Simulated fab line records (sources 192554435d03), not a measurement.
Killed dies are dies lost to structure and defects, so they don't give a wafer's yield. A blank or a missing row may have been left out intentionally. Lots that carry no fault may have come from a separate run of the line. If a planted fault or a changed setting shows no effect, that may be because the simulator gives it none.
Split-lot trial || flow n5-finfet || 39 wafers read from 7 lots, route of 1938 steps

ON THE SPLIT
At N5_MOL_CONTACT_COAG_ETCH_91 (etches SOC in N2/H2, target depth 60 nm, overetch 21 nm, time 101.2 s), the setting target-depth-a was moved away from the recipe's 600 angstrom on 9 of the 39 wafers read, by -9.1% to +8.6%. The other wafers ran this setting at the recipe's value.

The reading comes from the split's own step.

THE READING
SiARC_of_MOL_CONTACT_COAG_COAT_76.thk-nm (the simulator's own value, which no gauge read), in nm, at N5_MOL_CONTACT_COAG_ETCH_91 (etches SOC in N2/H2, target depth 60 nm, overetch 21 nm, time 101.2 s). The file does not state a usual value for it. Across the 30 wafers here that went through the recipe, the average is 5.9 nm and the standard deviation 0.088 nm.

{"wafer": "L076.1", "tool, chamber at the split": "rie-diel-05, 1,2,1", "target-depth-a as run, angstrom": 651.8, "against the recipe": "+8.6%", "SiARC_of_MOL_CONTACT_COAG_COAT_76.thk-nm, nm": 5.6, "against lot-mates on the recipe": -0.2}
{"wafer": "L076.4", "tool, chamber at the split": "rie-diel-05, 1,2,1", "target-depth-a as run, angstrom": 651.8, "against the recipe": "+8.6%", "SiARC_of_MOL_CONTACT_COAG_COAT_76.thk-nm, nm": 5.6, "against lot-mates on the recipe": -0.2}
{"wafer": "L076.5", "tool, chamber at the split": "rie-diel-05, 1,2,1", "target-depth-a as run, angstrom": 651.8, "against the recipe": "+8.6%", "SiARC_of_MOL_CONTACT_COAG_COAT_76.thk-nm, nm": 5.6, "against lot-mates on the recipe": -0.2}
{"wafer": "L076.2", "tool, chamber at the split": "rie-diel-05, 0,3,2", "target-depth-a as run, angstrom": 600, "against the recipe": "recipe", "SiARC_of_MOL_CONTACT_COAG_COAT_76.thk-nm, nm": 5.8, "against lot-mates on the recipe": "-"}
{"wafer": "L076.3", "tool, chamber at the split": "rie-diel-05, 0,3,2", "target-depth-a as run, angstrom": 600, "against the recipe": "recipe", "SiARC_of_MOL_CONTACT_COAG_COAT_76.thk-nm, nm": 5.8, "against lot-mates on the recipe": "-"}
{"wafer": "L076.6", "tool, chamber at the split": "rie-diel-05, 0,3,2", "target-depth-a as run, angstrom": 600, "against the recipe": "recipe", "SiARC_of_MOL_CONTACT_COAG_COAT_76.thk-nm, nm": 5.8, "against lot-mates on the recipe": "-"}
{"wafer": "L077.1", "tool, chamber at the split": "rie-diel-04, 2,1,0,2,0", "target-depth-a as run, angstrom": 600, "against the recipe": "recipe", "SiARC_of_MOL_CONTACT_COAG_COAT_76.thk-nm, nm": 6, "against lot-mates on the recipe": "-"}
{"wafer": "L077.2", "tool, chamber at the split": "rie-diel-04, 2,1,0,2,0", "target-depth-a as run, angstrom": 600, "against the recipe": "recipe", "SiARC_of_MOL_CONTACT_COAG_COAT_76.thk-nm, nm": 6, "against lot-mates on the recipe": "-"}
{"wafer": "L077.3", "tool, chamber at the split": "rie-diel-04, 2,1,0,2,0", "target-depth-a as run, angstrom": 600, "against the recipe": "recipe", "SiARC_of_MOL_CONTACT_COAG_COAT_76.thk-nm, nm": 6, "against lot-mates on the recipe": "-"}
{"wafer": "L077.4", "tool, chamber at the split": "rie-diel-04, 2,1,0,2,0", "target-depth-a as run, angstrom": 600, "against the recipe": "recipe", "SiARC_of_MOL_CONTACT_COAG_COAT_76.thk-nm, nm": 6, "against lot-mates on the recipe": "-"}
{"wafer": "L077.6", "tool, chamber at the split": "rie-diel-04, 2,1,0,2,0", "target-depth-a as run, angstrom": 600, "against the recipe": "recipe", "SiARC_of_MOL_CONTACT_COAG_COAT_76.thk-nm, nm": 6, "against lot-mates on the recipe": "-"}
{"wafer": "L077.5", "tool, chamber at the split": "rie-diel-04, 1", "target-depth-a as run, angstrom": 600, "against the recipe": "recipe", "SiARC_of_MOL_CONTACT_COAG_COAT_76.thk-nm, nm": 5.8, "against lot-mates on the recipe": "-"}
{"wafer": "L079.1", "tool, chamber at the split": "rie-diel-05, 1,2,3,1,2", "target-depth-a as run, angstrom": 600, "against the recipe": "recipe", "SiARC_of_MOL_CONTACT_COAG_COAT_76.thk-nm, nm": 5.8, "against lot-mates on the recipe": "-"}
{"wafer": "L079.2", "tool, chamber at the split": "rie-diel-05, 1,2,3,1,2", "target-depth-a as run, angstrom": 600, "against the recipe": "recipe", "SiARC_of_MOL_CONTACT_COAG_COAT_76.thk-nm, nm": 5.8, "against lot-mates on the recipe": "-"}
{"wafer": "L079.3", "tool, chamber at the split": "rie-diel-05, 1,2,3,1,2", "target-depth-a as run, angstrom": 600, "against the recipe": "recipe", "SiARC_of_MOL_CONTACT_COAG_COAT_76.thk-nm, nm": 5.8, "against lot-mates on the recipe": "-"}
{"wafer": "L079.5", "tool, chamber at the split": "rie-diel-05, 1,2,3,1,2", "target-depth-a as run, angstrom": 600, "against the recipe": "recipe", "SiARC_of_MOL_CONTACT_COAG_COAT_76.thk-nm, nm": 5.8, "against lot-mates on the recipe": "-"}
{"wafer": "L079.6", "tool, chamber at the split": "rie-diel-05, 1,2,3,1,2", "target-depth-a as run, angstrom": 600, "against the recipe": "recipe", "SiARC_of_MOL_CONTACT_COAG_COAT_76.thk-nm, nm": 5.8, "against lot-mates on the recipe": "-"}
{"wafer": "L079.4", "tool, chamber at the split": "rie-diel-05, 0", "target-depth-a as run, angstrom": 600, "against the recipe": "recipe", "SiARC_of_MOL_CONTACT_COAG_COAT_76.thk-nm, nm": 6, "against lot-mates on the recipe": "-"}
{"wafer": "L083.1", "tool, chamber at the split": "rie-diel-04, 0", "target-depth-a as run, angstrom": 600, "against the recipe": "recipe", "SiARC_of_MOL_CONTACT_COAG_COAT_76.thk-nm, nm": 6, "against lot-mates on the recipe": "-"}
{"wafer": "L083.2", "tool, chamber at the split": "rie-diel-04, 1,2,2", "target-depth-a as run, angstrom": 547.1, "against the recipe": "-8.8%", "SiARC_of_MOL_CONTACT_COAG_COAT_76.thk-nm, nm": 6.2, "against lot-mates on the recipe": "+0.3"}
{"wafer": "L083.4", "tool, chamber at the split": "rie-diel-04, 1,2,2", "target-depth-a as run, angstrom": 547.1, "against the recipe": "-8.8%", "SiARC_of_MOL_CONTACT_COAG_COAT_76.thk-nm, nm": 6.2, "against lot-mates on the recipe": "+0.3"}
{"wafer": "L083.5", "tool, chamber at the split": "rie-diel-04, 1,2,2", "target-depth-a as run, angstrom": 547.1, "against the recipe": "-8.8%", "SiARC_of_MOL_CONTACT_COAG_COAT_76.thk-nm, nm": 6.2, "against lot-mates on the recipe": "+0.3"}
{"wafer": "L083.3", "tool, chamber at the split": "rie-diel-04, 3,1", "target-depth-a as run, angstrom": 600, "against the recipe": "recipe", "SiARC_of_MOL_CONTACT_COAG_COAT_76.thk-nm, nm": 5.8, "against lot-mates on the recipe": "-"}
{"wafer": "L083.6", "tool, chamber at the split": "rie-diel-04, 3,1", "target-depth-a as run, angstrom": 600, "against the recipe": "recipe", "SiARC_of_MOL_CONTACT_COAG_COAT_76.thk-nm, nm": 5.8, "against lot-mates on the recipe": "-"}
{"wafer": "L086.1", "tool, chamber at the split": "rie-diel-05, 3,3,2", "target-depth-a as run, angstrom": 545.1, "against the recipe": "-9.1%", "SiARC_of_MOL_CONTACT_COAG_COAT_76.thk-nm, nm": 6.2, "against lot-mates on the recipe": "+0.3"}
{"wafer": "L086.5", "tool, chamber at the split": "rie-diel-05, 3,3,2", "target-depth-a as run, angstrom": 545.1, "against the recipe": "-9.1%", "SiARC_of_MOL_CONTACT_COAG_COAT_76.thk-nm, nm": 6.2, "against lot-mates on the recipe": "+0.3"}
{"wafer": "L086.6", "tool, chamber at the split": "rie-diel-05, 3,3,2", "target-depth-a as run, angstrom": 545.1, "against the recipe": "-9.1%", "SiARC_of_MOL_CONTACT_COAG_COAT_76.thk-nm, nm": 6.2, "against lot-mates on the recipe": "+0.3"}
{"wafer": "L086.2", "tool, chamber at the split": "rie-diel-05, 2,0", "target-depth-a as run, angstrom": 600, "against the recipe": "recipe", "SiARC_of_MOL_CONTACT_COAG_COAT_76.thk-nm, nm": 5.8, "against lot-mates on the recipe": "-"}
{"wafer": "L086.3", "tool, chamber at the split": "rie-diel-05, 2,0", "target-depth-a as run, angstrom": 600, "against the recipe": "recipe", "SiARC_of_MOL_CONTACT_COAG_COAT_76.thk-nm, nm": 5.8, "against lot-mates on the recipe": "-"}
{"wafer": "L086.4", "tool, chamber at the split": "rie-diel-05, 1", "target-depth-a as run, angstrom": 600, "against the recipe": "recipe", "SiARC_of_MOL_CONTACT_COAG_COAT_76.thk-nm, nm": 6, "against lot-mates on the recipe": "-"}
{"wafer": "L089.1", "tool, chamber at the split": "rie-diel-01, 2,0,3,1,3,0", "target-depth-a as run, angstrom": 600, "against the recipe": "recipe", "SiARC_of_MOL_CONTACT_COAG_COAT_76.thk-nm, nm": 5.8, "against lot-mates on the recipe": "-"}
{"wafer": "L089.2", "tool, chamber at the split": "rie-diel-01, 2,0,3,1,3,0", "target-depth-a as run, angstrom": 600, "against the recipe": "recipe", "SiARC_of_MOL_CONTACT_COAG_COAT_76.thk-nm, nm": 5.8, "against lot-mates on the recipe": "-"}
{"wafer": "L089.3", "tool, chamber at the split": "rie-diel-01, 2,0,3,1,3,0", "target-depth-a as run, angstrom": 600, "against the recipe": "recipe", "SiARC_of_MOL_CONTACT_COAG_COAT_76.thk-nm, nm": 5.8, "against lot-mates on the recipe": "-"}
{"wafer": "L089.4", "tool, chamber at the split": "rie-diel-01, 2,0,3,1,3,0", "target-depth-a as run, angstrom": 600, "against the recipe": "recipe", "SiARC_of_MOL_CONTACT_COAG_COAT_76.thk-nm, nm": 5.8, "against lot-mates on the recipe": "-"}
{"wafer": "L089.5", "tool, chamber at the split": "rie-diel-01, 2,0,3,1,3,0", "target-depth-a as run, angstrom": 600, "against the recipe": "recipe", "SiARC_of_MOL_CONTACT_COAG_COAT_76.thk-nm, nm": 5.8, "against lot-mates on the recipe": "-"}
{"wafer": "L089.6", "tool, chamber at the split": "rie-diel-01, 2,0,3,1,3,0", "target-depth-a as run, angstrom": 600, "against the recipe": "recipe", "SiARC_of_MOL_CONTACT_COAG_COAT_76.thk-nm, nm": 5.8, "against lot-mates on the recipe": "-"}
{"wafer": "L093.3", "tool, chamber at the split": "rie-diel-01, 0,1,3", "target-depth-a as run, angstrom": 600, "against the recipe": "recipe", "SiARC_of_MOL_CONTACT_COAG_COAT_76.thk-nm, nm": 5.8, "against lot-mates on the recipe": "-"}
{"wafer": "L093.4", "tool, chamber at the split": "rie-diel-01, 0,1,3", "target-depth-a as run, angstrom": 600, "against the recipe": "recipe", "SiARC_of_MOL_CONTACT_COAG_COAT_76.thk-nm, nm": 5.8, "against lot-mates on the recipe": "-"}
{"wafer": "L093.5", "tool, chamber at the split": "rie-diel-01, 0,1,3", "target-depth-a as run, angstrom": 600, "against the recipe": "recipe", "SiARC_of_MOL_CONTACT_COAG_COAT_76.thk-nm, nm": 5.8, "against lot-mates on the recipe": "-"}
When a row names more than one chamber, that row covers several wafers, and the file does not tell which wafer ran in which chamber.

THE FIT
A straight line over all 39 wafers: SiARC_of_MOL_CONTACT_COAG_COAT_76.thk-nm changes by -0.0353 nm for each +1% of target-depth-a; r = -0.88; the points scatter about the line by 0.081 nm.
The same after taking each lot's own level away (the mean of its wafers on the recipe; 39 wafers): -0.0322 nm for each +1%; r = -0.91; scatter 0.062 nm.
Per that fit: largest target-depth-a move, reading shift of 0.29 nm.
Measured against the standard deviation above, the lots' own levels, which go from 5.80 to 5.97 nm, span 1.9 times it.
Consequently the slope shifts little with the lot-to-lot level, the two slopes agreeing.
Check: for one of the wafers moved furthest among these (-9.1%), held out of the fit, the line's prediction against its lot-mates is +0.303 nm. Against them it came out at +0.333 nm.

ADDITIONAL SPLITS CARRIED BY THESE WAFERS
Note: prior to the reading, these wafers also went through further splits. Each is held against what the fit with the lots' levels taken away leaves over:
{"other split on the same wafers": "N5_FIN_CUT_ETCH_21 bias-w", "wafers away from the commonest value": 9, "r with SiARC_of_MOL_CONTACT_COAG_COAT_76.thk-nm (lot level and that fit taken away)": "+0.13"}
{"other split on the same wafers": "N5_DUMMY_GATE_EXPOSE_12 dose-mj", "wafers away from the commonest value": 12, "r with SiARC_of_MOL_CONTACT_COAG_COAT_76.thk-nm (lot level and that fit taken away)": -0.09}
{"other split on the same wafers": "N5_SD_EPI_N_EPI_21 temp-c", "wafers away from the commonest value": 15, "r with SiARC_of_MOL_CONTACT_COAG_COAT_76.thk-nm (lot level and that fit taken away)": -0.16}
{"other split on the same wafers": "N5_HKMG_FIN_ETCH_58 source-w", "wafers away from the commonest value": 15, "r with SiARC_of_MOL_CONTACT_COAG_COAT_76.thk-nm (lot level and that fit taken away)": -0.04}
{"other split on the same wafers": "N5_GATE_CUT_ETCH_58 bias-w", "wafers away from the commonest value": 15, "r with SiARC_of_MOL_CONTACT_COAG_COAT_76.thk-nm (lot level and that fit taken away)": -0.17}
{"other split on the same wafers": "N5_MOL_CONTACT_COAG_ALD_27 time-s", "wafers away from the commonest value": 15, "r with SiARC_of_MOL_CONTACT_COAG_COAT_76.thk-nm (lot level and that fit taken away)": "+0.06"}

FILE'S OWN FIT
SiARC_of_MOL_CONTACT_COAG_COAT_76.thk-nm changes by -0.0327 nm for each +1% of target-depth-a, r = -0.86.
